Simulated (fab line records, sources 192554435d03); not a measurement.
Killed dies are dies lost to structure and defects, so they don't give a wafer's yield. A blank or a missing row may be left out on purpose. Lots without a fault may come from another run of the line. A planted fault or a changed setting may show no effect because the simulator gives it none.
fab line records | flow n5_finfet
record lots=7 wafers=39
route steps=1938 shown SD_EPI_N@269 HKMG_FIN@403 MOL_CONTACT_COAG@613 BEOL_M0_SAQP@672 BEOL_M3@980 BEOL_M6@1251
start_h: hours from the record's first day to the start of the lot's first wafer shown | wait_h: hours since the lot's step before | " the same as in the row above | L1.1+2: a row that stands for several wafers | - no value, or no start given | * or withheld: withheld | < > ~ a bound
route shown NAME@n: a module of which the file shows steps, and the number in the route of the first | usual: mean/standard deviation of fault-free wafers | same: alike in all rows | chamber/n: place in a boat | sites: the reading at each site | _std_site: their standard deviation | _edge_site: outer sites' mean less inner sites' | radius_mm: how far each site lies from the wafer's centre | mask NAME#n: copy n | behind: the tool/chamber that last shaped the wafer | hold: why the lot was held/for how many hours/how that ended | device: the transistor (n, p or np) that didn't switch | end of line: the same wafers' tests at the end of the route | a step without rows: its recipe alone | killed: dies lost to structure and defects at the first sort, not the wafer's yield | map: a wafer's dies, x killed, . not, _ none there
set.NAME: the setting as run; set.NAME@STEP: as run at that earlier step | model.NAME: the simulator's own value behind a step, which no gauge read
lots whose settings were changed on purpose; a table a step, a row a wafer
## steps
# step N5_SD_EPI_N_DEVELOP_08
# recipe develop_time_s=30 developer=TMAH resist=CAR-ArF-block dev_temp_c=23 rinse_liquid=diw dry=air_spin
# columns lot.wafer tool chamber start_h wait_h set.develop_time_s
L075.1+4+6 litho_track-04 0 - - 42.16
L075.2+3+5 " 0 " " 30
L076.1+2+6 litho_track-05 0 - - 30
L076.3+4+5 " 0 " " 25.28
L085.1+2+3+4+5+6 litho_track-04 0 - - 30
L089.1+2+3 litho_track-05 0 - - 30
L092.1+3+5 litho_track-04 0 - - 30
L092.2+4+6 " 0 " " 40.72
L095.1+2+5 litho_track-02 0 - - 30
L095.3+4+6 " 0 " " 15.32
L097.1+2+3+4+5+6 litho_track-05 0 - - 30
# step N5_SD_EPI_N_CD_MEAS_09
# recipe target_cd_nm=120 landing_energy_ev=500 detector=se_inlens
# usual cd_nm=120.0/0.72
# columns lot.wafer tool chamber start_h wait_h set.develop_time_s@SD_EPI_N_DEVELOP_08 cd_nm
L075.1 cd_sem-03 0 55.95 - 42.16 121.2
L075.2 " 0 " " 30 120.0
L075.3 " 0 " " 30 120.3
L075.4 " 0 " " 42.16 122.0
L075.5 " 0 " " 30 120.4
L075.6 " 0 " " 42.16 122.2
L076.1 cd_sem-03 0 62.17 - 30 119.5
L076.2 " 0 " " 30 119.5
L076.3 " 0 " " 25.28 118.7
L076.4 " 0 " " 25.28 118.1
L076.5 " 0 " " 25.28 118.1
L076.6 " 0 " " 30 119.5
L085.1 cd_sem-01 0 117.51 - 30 121.2
L085.2 " 0 " " 30 120.6
L085.3 " 0 " " 30 120.0
L085.4 " 0 " " 30 120.9
L085.5 " 0 " " 30 121.2
L085.6 " 0 " " 30 119.9
L089.1 cd_sem-01 0 137.42 - 30 119.2
L089.2 " 0 " " 30 118.5
L089.3 " 0 " " 30 118.8
L092.1 cd_sem-03 0 155.01 - 30 119.3
L092.2 " 0 " " 40.72 121.9
L092.3 " 0 " " 30 118.2
L092.4 " 0 " " 40.72 122.0
L092.5 " 0 " " 30 119.8
L092.6 " 0 " " 40.72 122.1
L095.1 cd_sem-02 0 173.90 - 30 121.1
L095.2 " 0 " " 30 121.4
L095.3 " 0 " " 15.32 117.3
L095.4 " 0 " " 15.32 116.8
L095.5 " 0 " " 30 120.5
L095.6 " 0 " " 15.32 116.9
L097.1 cd_sem-03 0 185.95 - 30 119.8
L097.2 " 0 " " 30 119.2
L097.3 " 0 " " 30 119.2
L097.4 " 0 " " 30 120.0
L097.5 " 0 " " 30 119.5
L097.6 " 0 " " 30 120.2
# step N5_SD_EPI_N_DESCUM_14
# recipe chemistry=O2 time_s=7.9 source_power_w=50 bias_power_w=20 pressure_mtorr=20 rf_frequency_hz=2.712e+07 temp_c=40 resist=CAR-ArF-block o2_flow_sccm=225
# columns lot.wafer tool chamber start_h wait_h set.develop_time_s@SD_EPI_N_DEVELOP_08 model.SD_EPI_N.cd_nm
L075.1 rie_diel-03 0 56.25 0.2 42.16 121.2
L075.2 " 1 " " 30 119.8
L075.3+5 " 3 " " 30 120.4
L075.4 " 2 " " 42.16 122.6
L075.6 " 2 " " 42.16 121.8
L076.1+2 rie_diel-03 0,3 62.86 0.6 30 119.2
L076.3 " 1 " " 25.28 118.6
L076.4+5 " 2,3 " " 25.28 118.2
L076.6 " 0 " " 30 119.6
L085.1 rie_diel-04 1 117.60 0.0 30 121
L085.2 " 0 " " 30 120.8
L085.3 " 2 " " 30 120
L085.4 " 1 " " 30 120.6
L085.5 " 2 " " 30 121.4
L085.6 " 0 " " 30 119.8
L089.1+3 rie_diel-01 1,3 137.51 0.0 30 119
L089.2 " 2 " " 30 118.8
L092.1 rie_diel-04 2 155.10 0.0 30 119.4
L092.2+6 " 1,2 " " 40.72 121.8
L092.3 " 3 " " 30 118.6
L092.4 " 0 " " 40.72 122
L092.5 " 1 " " 30 119.8
L095.1 rie_diel-01 0 173.99 0.0 30 121
L095.2 " 3 " " 30 121.2
L095.3 " 2 " " 15.32 117.2
L095.4+6 " 1 " " 15.32 116.8
L095.5 " 2 " " 30 120.4
L097.1 rie_diel-04 0 186.04 0.0 30 119.8
L097.2 " 1 " " 30 119
L097.3 " 2 " " 30 119.4
L097.4 " 3 " " 30 120.2
L097.5 " 3 " " 30 119.6
L097.6 " 0 " " 30 120
# step N5_HKMG_FIN_ETCH_55
# recipe chemistry=N2/H2 target=SOC target_depth_a=2400 temp_c=40 time_s=300 ion_energy_ev=200 mask_material=SiARC pressure_mtorr=30 source_w=840 bias_w=150 n2_flow_sccm=200 h2_flow_sccm=200
# columns lot.wafer tool chamber start_h wait_h set.time_s model.HKMG_FIN.feature_depth_nm model.etch.depth_nm model.SiARC_of_HKMG_FIN_COAT_42.thk_nm
L075.1 rie_diel-01 1 78.08 0.0 300 247.2 247.1 20.6
L075.2 " 0 " " 234.3 182 181.9 24.8
L075.3 " 3 " " 234.3 192.2 192.3 24.2
L075.4 " 2 " " 300 241.6 241.6 20.8
L075.5 " 2 " " 300 240.8 240.8 20.8
L075.6 " 1 " " 234.3 190.8 190.9 23.8
L076.1 rie_diel-03 1 85.37 0.0 300 233.8 233.9 21.4
L076.2 " 2 " " 300 242.2 242.3 21.2
L076.3 " 0 " " 300 239.6 239.6 21.4
L076.4 " 3 " " 300 235.2 235.2 22
L076.5 " 3 " " 300 237.6 237.5 21.8
L076.6 " 2 " " 300 240.6 240.6 21.2
L085.1 rie_diel-01 1 141.57 0.0 417 341.8 341.8 15
L085.2 " 3 " " 300 246 246.1 21
L085.3 " 2 " " 300 242 242 20.6
L085.4 " 0 " " 300 238 238.1 21.4
L085.5 " 2 " " 417 336 336.1 15
L085.6 " 1 " " 417 344 343.9 14.8
L089.1 rie_diel-03 3 163.30 0.0 300 239.2 239.2 21.6
L089.2 " 0 " " 300 238.2 238.2 21.4
L089.3 " 1 " " 300 234.4 234.4 21.2
L092.1 rie_diel-04 0 179.59 0.0 300 234.2 234.2 21.8
L092.2 " 2 " " 300 240 240.1 21.2
L092.3 " 3 " " 300 238 238 21.2
L092.4 " 1 " " 300 243.8 243.8 20.8
L092.5 " 3 " " 300 239 239 21.2
L092.6 " 2 " " 300 239.6 239.7 21
L095.1 rie_diel-04 2 198.52 0.0 370.3 298.2 298.2 17.6
L095.2 " 1 " " 370.3 301 301.1 17.4
L095.3 " 0 " " 370.3 292.2 292.1 18.6
L095.4 " 3 " " 300 240.6 240.7 21.2
L095.5 " 3 " " 300 241.6 241.7 21.2
L095.6 " 2 " " 300 240.4 240.3 21
L097.1 rie_diel-04 3 209.59 0.0 300 239.6 239.7 21.2
L097.2 " 2 " " 159.8 129 129 27.6
L097.3 " 0 " " 159.8 125.8 125.7 28
L097.4 " 1 " " 300 243 243 21
L097.5 " 3 " " 300 239.8 239.9 21.2
L097.6 " 0 " " 159.8 126.6 126.7 27.8
# step N5_MOL_CONTACT_COAG_ETCHBACK_136
# recipe chemistry=CHF3 target=SiO2 target_depth_a=250 time_s=16.7 ion_energy_ev=200 pressure_mtorr=30 source_w=610 bias_w=170 Ar_flow_sccm=200 CHF3_flow_sccm=50
# columns lot.wafer tool chamber start_h wait_h set.target_depth_a model.SOC_of_MOL_CONTACT_COAG_COAT_62.thk_nm
L075.1+3+4 rie_diel-01 1,2,3 109.57 0.0 250 56.8
L075.2+5 " 0,1 " " 121.5 58.4
L075.6 " 2 " " 121.5 58.2
L076.1 rie_diel-01 2 116.53 0.0 211.5 58
L076.2+3+4 " 3,1,2 " " 250 57.4
L076.5+6 " 3,1 " " 211.5 57.8
L085.1+4+6 rie_diel-01 2,3,3 168.19 0.0 250 57.2
L085.2 " 0 " " 356.5 55.8
L085.3+5 " 1,0 " " 356.5 56
L089.1+2+3 rie_diel-03 1,0,2 196.77 0.0 250 57.2
L092.1+6 rie_diel-04 0,1 211.05 0.0 250 57.4
L092.2 " 1 " " 250 57.2
L092.3+5 " 3 " " 352.7 56.2
L092.4 " 0 " " 352.7 56.4
L095.1 rie_diel-03 1 224.36 0.0 377.7 56.2
L095.2+3+5 " 3,0,2 " " 250 57.4
L095.4+6 " 2,3 " " 377.7 56
L097.1+3+4 rie_diel-01 3,2,3 237.87 0.0 250 57.6
L097.2+5+6 " 0,2,0 " " 250 57.4
# step N5_MOL_CONTACT_COAG_STRIP_120
# recipe chemistry=CHF3 resist=SiARC rf_frequency_hz=6e+07
# step N5_MOL_CONTACT_COAG_VIA_ETCH_117
# recipe chemistry=C4F6/O2 target_depth_a=400 overetch_a=80 mask_material=SOC target=SiO2 bias_w=455 pressure_mtorr=10 time_s=26 source_w=325 Ar_flow_sccm=300 C4F6_flow_sccm=10 O2_flow_sccm=10 ion_energy_ev=575.3 ends=end_point
# columns lot.wafer tool chamber start_h wait_h set.target_depth_a@MOL_CONTACT_COAG_ETCHBACK_136 model.MOL_CONTACT_COAG.feature_depth_nm model.etch.depth_nm
L075.1 rie_diel-01 1 109.60 0.0 250 39.8 39.87
L075.2 " 0 " " 121.5 47.4 47.44
L075.3 " 2 " " 250 39.8 39.8
L075.4 " 3 " " 250 39.6 39.51
L075.5 " 1 " " 121.5 48.4 48.43
L075.6 " 2 " " 121.5 48 48.1
L076.1 rie_diel-01 2 116.56 0.0 211.5 43.6 43.68
L076.2 " 3 " " 250 39.4 39.34
L076.3 " 1 " " 250 39.8 39.74
L076.4 " 2 " " 250 39.8 39.77
L076.5 " 3 " " 211.5 43.6 43.52
L076.6 " 1 " " 211.5 43.6 43.62
L085.1 rie_diel-01 2 168.23 0.0 250 40 39.97
L085.2 " 0 " " 356.5 29.2 29.29
L085.3 " 1 " " 356.5 28.8 28.87
L085.4 " 3 " " 250 39.8 39.88
L085.5 " 0 " " 356.5 29.4 29.47
L085.6 " 3 " " 250 39.8 39.71
L089.1 rie_diel-03 1 196.80 0.0 250 40.4 40.41
L089.2 " 0 " " 250 40 40.01
L089.3 " 2 " " 250 40 40.04
L092.1 rie_diel-04 0 211.08 0.0 250 40.4 40.38
L092.2 " 1 " " 250 39.6 39.61
L092.3 " 3 " " 352.7 30 30.08
L092.4 " 0 " " 352.7 30 30.09
L092.5 " 3 " " 352.7 30 29.98
L092.6 " 1 " " 250 40 39.99
L095.1 rie_diel-03 1 224.39 0.0 377.7 28 28.09
L095.2 " 3 " " 250 39.8 39.81
L095.3 " 0 " " 250 40.4 40.41
L095.4 " 2 " " 377.7 26.8 26.86
L095.5 " 2 " " 250 40 39.98
L095.6 " 3 " " 377.7 26.8 26.79
L097.1 rie_diel-01 3 237.91 0.0 250 40.2 40.16
L097.2 " 0 " " 250 40.4 40.37
L097.3 " 2 " " 250 40 40.08
L097.4 " 3 " " 250 40 39.93
L097.5 " 2 " " 250 40 40.07
L097.6 " 0 " " 250 40.4 40.44
# step N5_BEOL_M0_SAQP_ETCH_106
# recipe chemistry=N2/H2 target=SOC target_depth_a=1500 stop_on=SiNx ion_energy_ev=100 bias_w=61 pressure_mtorr=30 source_w=850 n2_flow_sccm=200 h2_flow_sccm=200
# columns lot.wafer tool chamber start_h wait_h set.target_depth_a model.SOC_of_BEOL_M0_SAQP_COAT_105.thk_nm
L075.1 rie_diel-06 2 118.40 - 1500 24
L075.2 " 1 " " 1500 25.2
L075.3 " 0 " " 1500 23.2
L075.4 " 3 " " 1500 27
L075.5 " 0 " " 1500 23.8
L075.6 " 1 " " 1500 26.4
L076.1+4 rie_diel-02 3,0 125.06 - 1500 25.4
L076.2+3 " 0,3 " " 1500 25
L076.5 " 0 " " 1500 25.6
L076.6 " 3 " " 1500 24.4
L085.1 rie_diel-06 2 178.08 - 1500 24.2
L085.2 " 1 " " 2016 0.2
L085.3 " 3 " " 2016 2.8
L085.4 " 0 " " 1500 22.8
L085.5 " 3 " " 1500 27.2
L085.6 " 0 " " 2016 0
L089.1 rie_diel-02 3 205.72 - 1500 25
L089.2 " 0 " " 1500 24.6
L089.3 " 1 " " 1500 21.2
L092.1 rie_diel-06 3 218.90 - 1500 26.2
L092.2+4 " 1 " " 1500 24.8
L092.3 " 0 " " 1500 23.6
L092.5 " 3 " " 1500 26.4
L092.6 " 0 " " 1500 24
L095.1 rie_diel-02 1 233.29 - 1500 21.2
L095.2 " 3 " " 1500 25
L095.3 " 2 " " 1500 24.6
L095.4 " 0 " " 1500 24.2
L095.5 " 1 " " 1500 21
L095.6 " 2 " " 1500 23.6
L097.1+3+4 rie_diel-05 3,0,2 247.40 - 2156 0
L097.2 " 1 " " 1500 24.6
L097.5 " 3 " " 1500 26.4
L097.6 " 0 " " 1500 21.4
# step N5_BEOL_M0_SAQP_ETCH_107
# recipe chemistry=CH3F/O2 target=SiNx target_depth_a=300 mask_material=SOC pressure_mtorr=30 source_w=395 bias_w=73 Ar_flow_sccm=150 CH3F_flow_sccm=30 O2_flow_sccm=20 ion_energy_ev=120
# columns lot.wafer tool chamber start_h wait_h set.target_depth_a@BEOL_M0_SAQP_ETCH_106 model.SOC_of_BEOL_M0_SAQP_COAT_105.thk_nm
L075.1 rie_diel-06 2 118.46 0.0 1500 13.2
L075.2 " 1 " " 1500 14.4
L075.3 " 0 " " 1500 12
L075.4 " 3 " " 1500 16.4
L075.5 " 0 " " 1500 13
L075.6 " 1 " " 1500 15.4
L076.1+4 rie_diel-02 3,0 125.15 0.1 1500 14.6
L076.2 " 0 " " 1500 14.2
L076.3 " 3 " " 1500 14
L076.5 " 0 " " 1500 15
L076.6 " 3 " " 1500 13.6
L085.1 rie_diel-06 2 178.14 0.0 1500 13.2
L085.2+3+6 " 1,3,0 " " 2016 0
L085.4 " 0 " " 1500 11.8
L085.5 " 3 " " 1500 16.6
L089.1 rie_diel-02 3 205.78 0.0 1500 14.2
L089.2 " 0 " " 1500 14
L089.3 " 1 " " 1500 9.8
L092.1 rie_diel-06 3 218.96 0.0 1500 15.6
L092.2 " 1 " " 1500 14
L092.3 " 0 " " 1500 12.8
L092.4 " 1 " " 1500 13.8
L092.5 " 3 " " 1500 15.8
L092.6 " 0 " " 1500 13.2
L095.1 rie_diel-02 1 233.35 0.0 1500 9.8
L095.2 " 3 " " 1500 14
L095.3+4 " 2,0 " " 1500 13.4
L095.5 " 1 " " 1500 9.6
L095.6 " 2 " " 1500 12.2
L097.1+3+4 rie_diel-05 3,0,2 247.46 0.0 2156 0
L097.2 " 1 " " 1500 13.6
L097.5 " 3 " " 1500 15.6
L097.6 " 0 " " 1500 10.2
# step N5_BEOL_M3_TRENCH_ETCH_37
# recipe chemistry=C4F6/O2 target_depth_a=555.55 target=SiOC time_s=29.2 ion_energy_ev=250 pressure_mtorr=30 source_w=355 bias_w=185 Ar_flow_sccm=300 C4F6_flow_sccm=10 O2_flow_sccm=10
# columns lot.wafer tool chamber start_h wait_h set.time_s model.BEOL_M3.feature_depth_nm model.etch.depth_nm model.TiN_of_BEOL_M3_HM_DEP_02.thk_nm
L075.1 rie_diel-02 1 - - 41.03 77.2 77.28 16.6
L075.2 " 3 " " 41.03 78 78.08 16.8
L075.3 " 0 " " 41.03 75.8 75.85 17.2
L075.4 " 0 " " 29.2 54.4 54.49 17.8
L075.5 " 3 " " 29.2 55.2 55.19 17.8
L075.6 " 1 " " 29.2 54.4 54.4 18
L076.1 rie_diel-02 0 - - 29.2 53.6 53.6 18
L076.2 " 1 " " 15.55 29 28.96 19.2
L076.3 " 3 " " 29.2 55.4 55.34 17.8
L076.4 " 1 " " 15.55 29 29.08 19
L076.5 " 3 " " 29.2 54.8 54.86 18
L076.6 " 0 " " 15.55 29 28.93 19.2
L085.1 rie_diel-05 1 - - 29.2 56.4 56.5 17.8
L085.2 " 2 " " 29.2 55.8 55.74 17.8
L085.3 " 3 " " 29.2 55.2 55.11 17.6
L085.4 " 0 " " 29.2 56.8 56.78 17.6
L085.5 " 2 " " 29.2 55.4 55.5 17.6
L085.6 " 3 " " 29.2 54.6 54.64 17.4
L089.1 rie_diel-06 2 - - 29.2 56 55.99 17.4
L089.2 " 0 " " 29.2 55 55.04 17.4
L089.3 " 3 " " 29.2 53.4 53.5 17.6
L092.1 rie_diel-02 0 - - 29.2 54.2 54.13 17.4
L092.2 " 3 " " 29.2 55 55.02 17.6
L092.3 " 1 " " 29.2 56.6 56.55 17.2
L092.4 " 2 " " 29.2 55.6 55.61 17
L092.5 " 1 " " 29.2 56.8 56.89 17
L092.6 " 0 " " 29.2 54.6 54.54 17.6
L095.1 rie_diel-02 1 - - 29.2 56.8 56.78 17.2
L095.2 " 3 " " 29.2 55.6 55.58 17
L095.3 " 0 " " 29.2 54 54.01 17.4
L095.4 " 2 " " 29.2 56 56.02 17
L095.5 " 3 " " 29.2 55.6 55.54 17.4
L095.6 " 2 " " 29.2 56 55.91 16.8
L097.1 rie_diel-06 2 - - 24.06 47 47.07 18.2
L097.2 " 0 " " 29.2 54.8 54.76 17.4
L097.3 " 3 " " 24.06 44.4 44.36 17.8
L097.4 " 1 " " 29.2 54.6 54.57 17.6
L097.5 " 3 " " 29.2 53.2 53.2 17.4
L097.6 " 0 " " 24.06 45.6 45.59 18
# step N5_BEOL_M3_ETCH_41
# recipe chemistry=CH3F/O2 target=SiCN target_depth_a=299 taper_deg=2 time_s=52.5 ion_energy_ev=120 mask_material=TiN pressure_mtorr=30 source_w=395 bias_w=75 Ar_flow_sccm=150 CH3F_flow_sccm=30 O2_flow_sccm=20
# step N5_BEOL_M3_STRIP_97
# recipe chemistry=N2/H2 time_s=10 power_w=450 temp_c=40 pressure_mtorr=20 rf_frequency_hz=6e+07 bias_power_w=7 n2_flow_sccm=200 h2_flow_sccm=200
# step N5_BEOL_M3_OCD_MEAS_38
# usual trench_depth_nm=55.3/0.93
# columns lot.wafer tool chamber start_h wait_h set.time_s@BEOL_M3_TRENCH_ETCH_37 trench_depth_nm
L075.1 ocd-01 - 152.14 - 41.03 77.6
L075.2 " - " " 41.03 77.7
L075.3 " - " " 41.03 75.7
L075.4 " - " " 29.2 54.2
L075.5 " - " " 29.2 55.6
L075.6 " - " " 29.2 53.8
L076.1 ocd-02 - 157.76 - 29.2 53.3
L076.2 " - " " 15.55 29.0
L076.3 " - " " 29.2 55.7
L076.4 " - " " 15.55 29.0
L076.5 " - " " 29.2 54.6
L076.6 " - " " 15.55 29.2
L085.1 ocd-02 - 224.56 - 29.2 56.4
L085.2 " - " " 29.2 55.4
L085.3 " - " " 29.2 55.5
L085.4 " - " " 29.2 56.9
L085.5 " - " " 29.2 55.6
L085.6 " - " " 29.2 54.6
L089.1 ocd-01 - 238.32 - 29.2 56.2
L089.2 " - " " 29.2 54.7
L089.3 " - " " 29.2 53.7
L092.1 ocd-01 - 268.22 - 29.2 53.5
L092.2 " - " " 29.2 54.6
L092.3 " - " " 29.2 56.8
L092.4 " - " " 29.2 56.2
L092.5 " - " " 29.2 56.8
L092.6 " - " " 29.2 54.7
L095.1 ocd-02 - 284.54 - 29.2 56.3
L095.2 " - " " 29.2 55.5
L095.3 " - " " 29.2 53.9
L095.4 " - " " 29.2 56.4
L095.5 " - " " 29.2 56.0
L095.6 " - " " 29.2 55.8
L097.1 ocd-02 - 288.80 - 24.06 46.5
L097.2 " - " " 29.2 54.4
L097.3 " - " " 24.06 44.2
L097.4 " - " " 29.2 54.9
L097.5 " - " " 29.2 53.5
L097.6 " - " " 24.06 45.7
# step N5_BEOL_M6_ALD_77
# recipe material=TaN target_thk_a=20 temp_c=275 ald_precursor_family=PDMAT ald_co_reactant=NH3 pressure_torr=3 carrier_flow_sccm=1500 pulse_time_s=2 purge_time_s=3 co_reactant_purge_time_s=2 co_reactant_pulse_time_s=3 ald_cycles=40 precursor_vessel_temp_c=75 precursor_vessel_pressure_torr=26.25 precursor_vessel_carrier_sccm=1000
# columns lot.wafer tool chamber start_h wait_h set.ald_cycles model.TaN_of_BEOL_M6_ALD_77.thk_nm
L075.1+2+4 ald_metal-04 0,1,2 185.02 0.1 40 2
L075.3+6 " 3,1 " " 54 2.8
L075.5 " 2 " " 54 2.6
L076.1+2+4 ald_metal-03 3,1,2 195.40 0.0 56 2.8
L076.3+5+6 " 0,0,1 " " 40 2
L085.1+2+4 ald_metal-04 2,1,3 262.49 0.1 40 2
L085.3+5+6 " 0,1,2 " " 64 3.2
L089.1+2+3 ald_metal-03 3,2,0 272.54 0.1 40 2
L092.1+2+4 ald_metal-01 3,1,0 302.47 0.1 40 2
L092.3+5+6 " 2,3,0 " " 52 2.6
L095.1+2+3+4+5+6 ald_metal-01 3,0,2,1,2,1 325.91 0.1 40 2
L097.1+5+6 ald_metal-04 1,1,2 326.46 0.0 40 2
L097.2+3+4 " 3,2,0 " " 53 2.6
## key
split step=N5_SD_EPI_N_DEVELOP_08 setting=develop_time_s stated=30 by=wafer
response step=N5_SD_EPI_N_CD_MEAS_09 reading=cd_nm change=+0.0684 per=1% r=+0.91
response step=N5_SD_EPI_N_DESCUM_14 reading=model.SD_EPI_N.cd_nm change=+0.0663 per=1% r=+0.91
split step=N5_HKMG_FIN_ETCH_55 setting=time_s stated=300 by=wafer
response step=N5_HKMG_FIN_ETCH_55 reading=model.HKMG_FIN.feature_depth_nm change=+2.47 per=1% r=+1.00
response step=N5_HKMG_FIN_ETCH_55 reading=model.etch.depth_nm change=+2.47 per=1% r=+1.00
response step=N5_HKMG_FIN_ETCH_55 reading=model.SiARC_of_HKMG_FIN_COAT_42.thk_nm change=-0.148 per=1% r=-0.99
split step=N5_MOL_CONTACT_COAG_ETCHBACK_136 setting=target_depth_a stated=250 by=wafer
response step=N5_MOL_CONTACT_COAG_ETCHBACK_136 reading=model.SOC_of_MOL_CONTACT_COAG_COAT_62.thk_nm change=-0.028 per=1% r=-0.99
response step=N5_MOL_CONTACT_COAG_VIA_ETCH_117 reading=model.MOL_CONTACT_COAG.feature_depth_nm change=-0.223 per=1% r=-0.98
response step=N5_MOL_CONTACT_COAG_VIA_ETCH_117 reading=model.etch.depth_nm change=-0.223 per=1% r=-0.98
split step=N5_BEOL_M0_SAQP_ETCH_106 setting=target_depth_a stated=1500 by=wafer
response step=N5_BEOL_M0_SAQP_ETCH_106 reading=model.SOC_of_BEOL_M0_SAQP_COAT_105.thk_nm change=-0.605 per=1% r=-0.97
response step=N5_BEOL_M0_SAQP_ETCH_107 reading=model.SOC_of_BEOL_M0_SAQP_COAT_105.thk_nm change=-0.34 per=1% r=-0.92
split step=N5_BEOL_M3_TRENCH_ETCH_37 setting=time_s stated=29.2 by=wafer
response step=N5_BEOL_M3_TRENCH_ETCH_37 reading=model.BEOL_M3.feature_depth_nm change=+0.544 per=1% r=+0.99
response step=N5_BEOL_M3_TRENCH_ETCH_37 reading=model.etch.depth_nm change=+0.545 per=1% r=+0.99
response step=N5_BEOL_M3_TRENCH_ETCH_37 reading=model.TiN_of_BEOL_M3_HM_DEP_02.thk_nm change=-0.0256 per=1% r=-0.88
response step=N5_BEOL_M3_OCD_MEAS_38 reading=trench_depth_nm change=+0.546 per=1% r=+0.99
split step=N5_BEOL_M6_ALD_77 setting=ald_cycles stated=40 by=wafer
response step=N5_BEOL_M6_ALD_77 reading=model.TaN_of_BEOL_M6_ALD_77.thk_nm change=+0.0199 per=1% r=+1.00
